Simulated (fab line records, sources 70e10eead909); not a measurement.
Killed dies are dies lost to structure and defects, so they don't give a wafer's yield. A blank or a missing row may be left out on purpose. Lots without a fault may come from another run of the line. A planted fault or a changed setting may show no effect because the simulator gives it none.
Which tool did it? | flow nand_harc | 24 lots, 72 wafers sampled, at 6 steps of a route of 1159

WHAT THE GAUGES READ, wafer by wafer
NHARC_A_SLIT_CD_MEAS_09: target cd 300 nm. Usual: cd_nm 300.4 nm, standard deviation 0.71.
lot  | measured     | on        | cd_nm (nm)        | flag
L074 | day 14 16:33 | cd_sem-02 | 300.3 300.6 300.0 |
L075 | day 14 16:23 | cd_sem-01 | 300.7 300.7 300.7 |
L076 | day 14 21:41 | cd_sem-01 | 300.1 299.1 299.7 |
L077 | day 15 03:55 | cd_sem-02 | 300.4 301.1 301.0 |
L078 | day 15 10:10 | cd_sem-03 | 300.7 300.6 300.7 |
L081 | day 16 03:43 | cd_sem-03 | 299.1 298.7 299.7 |
L080 | day 16 05:00 | cd_sem-01 | 300.1 298.6 299.9 |
L084 | day 16 13:22 | cd_sem-02 | 301.5 301.0 301.4 |
L079 | day 16 15:11 | cd_sem-02 | 300.9 300.6 300.7 |
L083 | day 16 14:42 | cd_sem-03 | 300.0 299.6 299.0 |
L082 | day 16 13:13 | cd_sem-03 | 300.4 300.1 300.3 |
L088 | day 17 00:17 | cd_sem-01 | 300.4 300.0 300.7 |
L086 | day 16 23:56 | cd_sem-01 | 300.5 300.4 300.7 |
L087 | day 17 10:27 | cd_sem-03 | 301.3 300.8 300.9 |
L085 | day 17 11:05 | cd_sem-03 | 300.5 300.6 300.4 |
L089 | day 18 02:17 | cd_sem-01 | 300.4 300.6 300.6 |
L091 | day 18 09:42 | cd_sem-02 | 300.4 300.7 300.7 |
L090 | day 18 08:06 | cd_sem-03 | 301.6 300.5 301.6 |
L092 | day 18 14:22 | cd_sem-03 | 299.1 298.6 299.3 |
L093 | day 18 19:07 | cd_sem-02 | 300.1 300.6 299.3 |
L094 | day 19 00:19 | cd_sem-01 | 300.1 300.5 300.6 |
L095 | day 19 01:14 | cd_sem-03 | 299.6 299.5 299.7 |
L096 | day 19 19:08 | cd_sem-01 | 300.4 300.5 300.9 |
L097 | day 20 16:36 | cd_sem-03 | 300.2 300.3 300.1 |

WHICH TOOL RAN EACH LOT (tool, then ch and the chambers of the sampled wafers, then the start)
lot  | NHARC_A_STAIRCASE_DEP_322       | NHARC_A_STAIRCASE_ETCH_444         | NHARC_A_STAIRCASE_STRIP_475                   | NHARC_A_SGD_CUT_DESCUM_14          | NHARC_A_SGD_CUT_ETCH_16
L074 | pecvd-02 ch 0,1,2, day 13 05:40 | rie_diel-04 ch 0,2,3, day 13 22:42 | rie_diel-08 ch 0,1,3, day 14 02:40            | rie_diel-06 ch 1,2,3, day 14 04:23 | rie_diel-06 ch 0,2,3, day 14 16:33 or earlier
L075 | pecvd-01 ch 1,2, day 13 05:43   | rie_diel-04 ch 0,1,2, day 13 23:57 | rie_diel-13 ch 1,3, day 14 05:43 or earlier   | rie_diel-03 ch 0,2, day 14 05:43   | rie_diel-03 ch 1,3, day 14 16:23 or earlier
L076 | pecvd-04 ch 1,2, day 13 11:20   | rie_diel-13 ch 2,3, day 14 04:20   | rie_diel-08 ch 0,1,3, day 14 08:32            | rie_diel-09 ch 0,1, day 14 10:07   | rie_diel-09 ch 2,3, day 14 21:41 or earlier
L077 | pecvd-04 ch 1,2, day 13 17:58   | rie_diel-13 ch 0,1, day 14 11:18   | rie_diel-13 ch 1,2, day 14 17:20 or earlier   | rie_diel-06 ch 0,2,3, day 14 17:20 | rie_diel-06 ch 0,2, day 15 03:55 or earlier
L078 | pecvd-04 ch 0,1,2, day 14 00:35 | rie_diel-13 ch 0,2,3, day 14 17:08 | rie_diel-13 ch 1,2, day 14 23:31 or earlier   | rie_diel-06 ch 1,2, day 14 23:31   | rie_diel-06 ch 0,2,3, day 15 10:10 or earlier
L081 | pecvd-04 ch 0,1,2, day 14 13:34 | rie_diel-13 ch 0,2, day 15 11:19   | rie_diel-13 ch 1,2, day 15 17:52 or earlier   | rie_diel-03 ch 1,2,3, day 15 17:52 | rie_diel-03 ch 2,3, day 16 03:43 or earlier
L080 | pecvd-02 ch 1,2, day 14 19:32   | rie_diel-04 ch 1,2, day 15 11:26   | rie_diel-08 ch 1,2,3, day 15 18:03 or earlier | rie_diel-06 ch 0,3, day 15 18:03   | rie_diel-06 ch 1,2, day 16 05:00 or earlier
L084 | pecvd-04 ch 0,2, day 14 23:41   | rie_diel-13 ch 1,2, day 15 22:01   | rie_diel-04 ch 0,1, day 16 03:28 or earlier   | rie_diel-06 ch 1,2,3, day 16 03:28 | rie_diel-06 ch 1,2,3, day 16 13:22 or earlier
L079 | pecvd-01 ch 0,1,2, day 14 23:41 | rie_diel-08 ch 0,1,2, day 16 00:25 | rie_diel-08 ch 0,2,3, day 16 06:15 or earlier | rie_diel-09 ch 0,1,2, day 16 06:15 | rie_diel-09 ch 1,2,3, day 16 15:11 or earlier
L083 | pecvd-01 ch 0,1, day 15 00:16   | rie_diel-04 ch 1,2, day 15 22:14   | rie_diel-13 ch 1,2,3, day 16 04:16 or earlier | rie_diel-03 ch 0,1,2, day 16 04:16 | rie_diel-03 ch 0,1,2, day 16 14:42 or earlier
L082 | pecvd-04 ch 0,2, day 15 00:27   | rie_diel-08 ch 1,2, day 15 22:00   | rie_diel-04 ch 0,3, day 16 04:07 or earlier   | rie_diel-03 ch 0,2,3, day 16 04:07 | rie_diel-03 ch 0,2, day 16 13:13 or earlier
L088 | pecvd-02 ch 1,2, day 15 15:41   | rie_diel-08 ch 1,2,3, day 16 09:10 | rie_diel-08 ch 0,1,3, day 16 15:01 or earlier | rie_diel-06 ch 0,2,3, day 16 15:01 | rie_diel-06 ch 0,1,2, day 17 00:17 or earlier
L086 | pecvd-02 ch 1,2, day 15 20:01   | rie_diel-13 ch 1,2,3, day 16 08:52 | rie_diel-04 ch 0,2,3, day 16 14:32 or earlier | rie_diel-09 ch 0,2,3, day 16 14:32 | rie_diel-09 ch 1,2,3, day 16 23:56 or earlier
L087 | pecvd-01 ch 1,2, day 16 02:42   | rie_diel-13 ch 0,1,3, day 16 18:38 | rie_diel-13 ch 1,2,3, day 17 00:26 or earlier | rie_diel-03 ch 0,1,2, day 17 00:26 | rie_diel-03 ch 0,1,3, day 17 10:27 or earlier
L085 | pecvd-04 ch 1,2, day 16 02:42   | rie_diel-04 ch 0,1,2, day 16 19:08 | rie_diel-04 ch 1,3, day 17 00:37 or earlier   | rie_diel-06 ch 0,1,3, day 17 00:37 | rie_diel-06 ch 0,1,2, day 17 11:05 or earlier
L089 | pecvd-04 ch 0,2, day 16 12:56   | rie_diel-08 ch 0,2, day 17 08:33   | rie_diel-13 ch 0,1,3, day 17 14:24 or earlier | rie_diel-06 ch 1,2,3, day 17 14:24 | rie_diel-06 ch 0,2,3, day 18 02:17 or earlier
L091 | pecvd-01 ch 0,1, day 16 19:44   | rie_diel-04 ch 1,2, day 17 15:44   | rie_diel-04 ch 0,1,2, day 17 21:34 or earlier | rie_diel-09 ch 1,2,3, day 17 21:34 | rie_diel-09 ch 0,2,3, day 18 09:42 or earlier
L090 | pecvd-02 ch 0,1,2, day 16 19:56 | rie_diel-08 ch 0,1, day 17 16:00   | rie_diel-13 ch 1,2,3, day 17 21:50 or earlier | rie_diel-03 ch 2,3, day 17 21:50   | rie_diel-03 ch 0,1, day 18 08:06 or earlier
L092 | pecvd-02 ch 0,1,2, day 17 04:58 | rie_diel-04 ch 0,2, day 17 20:50   | rie_diel-08 ch 0,2,3, day 18 01:10            | rie_diel-06 ch 2,3, day 18 02:52   | rie_diel-06 ch 0,1,3, day 18 14:22 or earlier
L093 | pecvd-02 ch 0,1,2, day 17 09:07 | rie_diel-04 ch 1,2,3, day 18 03:04 | rie_diel-13 ch 0,1,2, day 18 08:48 or earlier | rie_diel-09 ch 0,2,3, day 18 08:48 | rie_diel-09 ch 1,2,3, day 18 19:07 or earlier
L094 | pecvd-04 ch 0,1, day 17 16:10   | rie_diel-08 ch 1,2, day 18 07:22   | rie_diel-04 ch 1,2,3, day 18 13:44 or earlier | rie_diel-03 ch 0,1,2, day 18 13:44 | rie_diel-03 ch 0,1,2, day 19 00:19 or earlier
L095 | pecvd-01 ch 0,2, day 17 16:16   | rie_diel-04 ch 0,3, day 18 07:26   | rie_diel-08 ch 1,2,3, day 18 13:10 or earlier | rie_diel-09 ch 0,1,3, day 18 13:10 | rie_diel-09 ch 0,1,3, day 19 01:14 or earlier
L096 | pecvd-01 ch 0,1,2, day 18 09:59 | rie_diel-08 ch 0,1,3, day 19 03:55 | rie_diel-04 ch 1,2,3, day 19 09:53 or earlier | rie_diel-09 ch 0,1,3, day 19 09:53 | rie_diel-09 ch 0,1,2, day 19 19:08 or earlier
L097 | pecvd-02 ch 0,1, day 18 23:58   | rie_diel-13 ch 0,3, day 19 17:59   | rie_diel-04 ch 1,2, day 20 01:26 or earlier   | rie_diel-06 ch 0,2, day 20 01:26   | rie_diel-06 ch 0,2, day 20 16:36 or earlier
- NHARC_A_STAIRCASE_DEP_322: deposits SiO2, target thk 3800 nm.
- NHARC_A_STAIRCASE_ETCH_444: etches the open film in C4F8/O2, target depth 10200 nm, time 3400 s.
- NHARC_A_STAIRCASE_STRIP_475: strips in O2, time 20 s.
- NHARC_A_SGD_CUT_DESCUM_14: chemistry O2, time 3 s.
- NHARC_A_SGD_CUT_ETCH_16: etches the open film in C4F8/O2/Ar, target depth 310.5 nm, time 155.2 s.

WHAT THE TOOLS THEMSELVES READ (means of the sampled wafers that have a number; where no wafer has one, the mark that the record gives instead)
NHARC_A_STAIRCASE_DEP_322. Usual: heater_power_w 668 W, standard deviation 120.
lot  | tool     | heater_power_w (W) | flag
L074 | pecvd-02 | 692                |
L075 | pecvd-01 | 789                |
L076 | pecvd-04 | 693                |
L077 | pecvd-04 | 705                |
L078 | pecvd-04 | 650                |
L081 | pecvd-04 | 688                |
L080 | pecvd-02 | 544                |
L084 | pecvd-04 | 684                |
L079 | pecvd-01 | 711                |
L083 | pecvd-01 | 681                |
L082 | pecvd-04 | 641                |
L088 | pecvd-02 | 558                |
L086 | pecvd-02 | 675                |
L087 | pecvd-01 | 795                |
L085 | pecvd-04 | 709                |
L089 | pecvd-04 | 623                |
L091 | pecvd-01 | 650                |
L090 | pecvd-02 | 647                |
L092 | pecvd-02 | 684                |
L093 | pecvd-02 | 687                |
L094 | pecvd-04 | 676                |
L095 | pecvd-01 | 706                |
L096 | pecvd-01 | 768                |
L097 | pecvd-02 | 700                |

NHARC_A_STAIRCASE_ETCH_444. Usual: oes_product_au 0.929 a.u., standard deviation 0.015; rf_vpp_V 806 V, standard deviation 4.3.
lot  | tool        | oes_product_au (a.u.) | rf_vpp_V (V) | flag
L074 | rie_diel-04 | 0.920                 | 807          |
L075 | rie_diel-04 | 0.933                 | 809          |
L076 | rie_diel-13 | 0.946                 | 809          |
L077 | rie_diel-13 | 0.962                 | 803          |
L078 | rie_diel-13 | 0.923                 | 805          |
L081 | rie_diel-13 | 0.927                 | 805          |
L080 | rie_diel-04 | 0.925                 | 805          |
L084 | rie_diel-13 | 0.933                 | 806          |
L079 | rie_diel-08 | 0.922                 | 805          |
L083 | rie_diel-04 | 0.917                 | 805          |
L082 | rie_diel-08 | 0.946                 | 807          |
L088 | rie_diel-08 | 0.946                 | 805          |
L086 | rie_diel-13 | 0.923                 | 806          |
L087 | rie_diel-13 | 0.930                 | 803          |
L085 | rie_diel-04 | 0.918                 | 807          |
L089 | rie_diel-08 | 0.928                 | 808          |
L091 | rie_diel-04 | 0.922                 | 809          |
L090 | rie_diel-08 | 0.940                 | 803          |
L092 | rie_diel-04 | 0.912                 | 806          |
L093 | rie_diel-04 | 0.916                 | 808          |
L094 | rie_diel-08 | 0.935                 | 806          |
L095 | rie_diel-04 | 0.910                 | 810          |
L096 | rie_diel-08 | 0.933                 | 804          |
L097 | rie_diel-13 | 0.919                 | 802          |

NHARC_A_STAIRCASE_STRIP_475. Usual: drypump_motor_current_A 5.7 A, standard deviation 0.35; oes_product_au 1.000 a.u., standard deviation 0.011; rf_vpp_V 57.7 V, standard deviation 0.82; showerhead_plenum_p_Torr 3.50 Torr, standard deviation 0.12; throttle_valve_pct 17.037 %, standard deviation 0.0089.
lot  | tool        | drypump_motor_current_A (A) | oes_product_au (a.u.) | rf_vpp_V (V) | showerhead_plenum_p_Torr (Torr) | throttle_valve_pct (%) | flag
L074 | rie_diel-08 | 6.1                         | 1.014                 | 58.3         | 3.45                            | 17.044                 |
L075 | rie_diel-13 | 5.3                         | 1.010                 | 57.8         | 3.45                            | 17.039                 |
L076 | rie_diel-08 | 6.1                         | 1.006                 | 57.6         | 3.45                            | 17.026                 |
L077 | rie_diel-13 | 5.4                         | 1.007                 | 58.3         | 3.52                            | 17.040                 |
L078 | rie_diel-13 | 5.4                         | 1.012                 | 58.5         | 3.51                            | 17.037                 |
L081 | rie_diel-13 | 5.4                         | 1.008                 | 58.2         | 3.51                            | 17.041                 |
L080 | rie_diel-08 | 5.9                         | 1.005                 | 57.0         | 3.46                            | 17.045                 |
L084 | rie_diel-04 | 5.7                         | 0.988                 | 57.6         | 3.64                            | 17.029                 |
L079 | rie_diel-08 | 5.9                         | 1.014                 | 58.3         | 3.53                            | 17.032                 |
L083 | rie_diel-13 | 5.5                         | 0.999                 | 57.3         | 3.50                            | 17.044                 |
L082 | rie_diel-04 | 6.1                         | 0.979                 | 58.1         | 3.62                            | 17.036                 |
L088 | rie_diel-08 | 6.1                         | 1.006                 | 57.2         | 3.44                            | 17.037                 |
L086 | rie_diel-04 | 5.9                         | 0.992                 | 57.9         | 3.52                            | 17.033                 |
L087 | rie_diel-13 | 5.5                         | 1.008                 | 56.9         | 3.50                            | 17.042                 |
L085 | rie_diel-04 | 5.9                         | 0.997                 | 57.3         | 3.66                            | 17.038                 |
L089 | rie_diel-13 | 5.4                         | 1.000                 | 57.7         | 3.41                            | 17.035                 |
L091 | rie_diel-04 | 5.7                         | 0.990                 | 57.2         | 3.52                            | 17.045                 |
L090 | rie_diel-13 | 5.5                         | 1.005                 | 58.0         | 3.50                            | 17.025                 |
L092 | rie_diel-08 | 5.9                         | 1.003                 | 58.5         | 3.52                            | 17.042                 |
L093 | rie_diel-13 | 5.4                         | 0.994                 | 57.2         | 3.47                            | 17.038                 |
L094 | rie_diel-04 | 5.7                         | 0.982                 | 58.4         | 3.55                            | 17.040                 |
L095 | rie_diel-08 | 5.9                         | 1.015                 | 57.4         | 3.45                            | 17.042                 |
L096 | rie_diel-04 | 5.7                         | 0.997                 | 58.1         | 3.55                            | 17.042                 |
L097 | rie_diel-04 | 5.5                         | 0.996                 | 57.3         | 3.56                            | 17.032                 |

NHARC_A_SGD_CUT_DESCUM_14. Usual: drypump_motor_current_A 5.8 A, standard deviation 0.43; oes_product_au 1.000 a.u., standard deviation 0.011; rf_vpp_V 57.8 V, standard deviation 0.95; showerhead_plenum_p_Torr 1.91 Torr, standard deviation 0.091; throttle_valve_pct 11.311 %, standard deviation 0.0088.
lot  | tool        | drypump_motor_current_A (A) | oes_product_au (a.u.) | rf_vpp_V (V) | showerhead_plenum_p_Torr (Torr) | throttle_valve_pct (%) | flag
L074 | rie_diel-06 | 5.7                         | 1.003                 | 57.8         | 1.89                            | 11.306                 |
L075 | rie_diel-03 | 5.5                         | 0.998                 | 58.2         | 1.92                            | 11.304                 |
L076 | rie_diel-09 | 5.4                         | 0.996                 | 57.7         | 1.94                            | 11.300                 |
L077 | rie_diel-06 | 5.9                         | 0.992                 | 58.5         | 1.95                            | 11.316                 |
L078 | rie_diel-06 | 5.8                         | 0.989                 | 57.5         | 1.85                            | 11.317                 |
L081 | rie_diel-03 | 5.5                         | 1.003                 | 57.5         | 2.01                            | 11.318                 |
L080 | rie_diel-06 | 5.9                         | 1.000                 | 58.1         | 1.99                            | 11.307                 |
L084 | rie_diel-06 | 5.8                         | 1.005                 | 57.7         | 1.89                            | 11.306                 |
L079 | rie_diel-09 | 5.6                         | 1.003                 | 57.9         | 1.87                            | 11.311                 |
L083 | rie_diel-03 | 5.6                         | 1.005                 | 58.3         | 1.95                            | 11.307                 |
L082 | rie_diel-03 | 5.7                         | 1.010                 | 58.2         | 1.95                            | 11.310                 |
L088 | rie_diel-06 | 5.9                         | 0.999                 | 57.5         | 1.95                            | 11.302                 |
L086 | rie_diel-09 | 5.9                         | 1.004                 | 57.2         | 1.82                            | 11.312                 |
L087 | rie_diel-03 | 5.6                         | 0.996                 | 58.0         | 1.95                            | 11.310                 |
L085 | rie_diel-06 | 6.0                         | 1.003                 | 57.3         | 1.92                            | 11.313                 |
L089 | rie_diel-06 | 5.8                         | 1.006                 | 58.0         | 1.89                            | 11.318                 |
L091 | rie_diel-09 | 5.5                         | 1.005                 | 58.4         | 1.88                            | 11.319                 |
L090 | rie_diel-03 | 5.5                         | 1.002                 | 59.1         | 1.98                            | 11.308                 |
L092 | rie_diel-06 | 5.7                         | 1.003                 | 58.1         | 1.92                            | 11.311                 |
L093 | rie_diel-09 | 5.9                         | 1.003                 | 57.4         | 1.81                            | 11.309                 |
L094 | rie_diel-03 | 5.6                         | 1.010                 | 57.7         | 1.95                            | 11.326                 |
L095 | rie_diel-09 | 5.8                         | 1.003                 | 57.3         | 1.88                            | 11.309                 |
L096 | rie_diel-09 | 5.7                         | 0.994                 | 57.7         | 1.88                            | 11.325                 |
L097 | rie_diel-06 | 6.2                         | 0.981                 | 57.3         | 1.92                            | 11.317                 |

NHARC_A_SGD_CUT_ETCH_16. Usual: oes_product_au 0.975 a.u., standard deviation 0.014; rf_vpp_V 723 V, standard deviation 4.6.
lot  | tool        | oes_product_au (a.u.) | rf_vpp_V (V) | flag
L074 | rie_diel-06 | 0.979                 | 725          |
L075 | rie_diel-03 | 0.968                 | 729          |
L076 | rie_diel-09 | 0.987                 | 719          |
L077 | rie_diel-06 | 0.956                 | 722          |
L078 | rie_diel-06 | 0.977                 | 724          |
L081 | rie_diel-03 | 0.959                 | 728          |
L080 | rie_diel-06 | 0.973                 | 720          |
L084 | rie_diel-06 | 0.987                 | 722          |
L079 | rie_diel-09 | 0.986                 | 722          |
L083 | rie_diel-03 | 0.982                 | 724          |
L082 | rie_diel-03 | 0.979                 | 724          |
L088 | rie_diel-06 | 0.954                 | 721          |
L086 | rie_diel-09 | 0.982                 | 721          |
L087 | rie_diel-03 | 0.979                 | 726          |
L085 | rie_diel-06 | 0.970                 | 722          |
L089 | rie_diel-06 | 0.960                 | 725          |
L091 | rie_diel-09 | 0.985                 | 718          |
L090 | rie_diel-03 | 0.989                 | 726          |
L092 | rie_diel-06 | 0.973                 | 724          |
L093 | rie_diel-09 | 0.989                 | 721          |
L094 | rie_diel-03 | 0.983                 | 724          |
L095 | rie_diel-09 | 0.987                 | 721          |
L096 | rie_diel-09 | 0.962                 | 721          |
L097 | rie_diel-06 | 0.942                 | 724          |

THE ANSWER, worked out from the rows above alone
Rule: a lot is off if the mean of its wafers that have a number lies more than 3 standard deviations from the usual mean. A lot without any number at a reading at which 4 lots or more have one is off too. The other lots that the step has rows for count as sound. The gauges are gone through in route order, then the tools' own readings, and for those a lot's mean is taken as printed above. The first step at which some lot is off is used, and at that step the reading that is off furthest; a lot without a number counts as furthest.
No lot is off at any reading shown: from this, nothing can be told.

WHAT THE SIMULATOR HAD PUT IN
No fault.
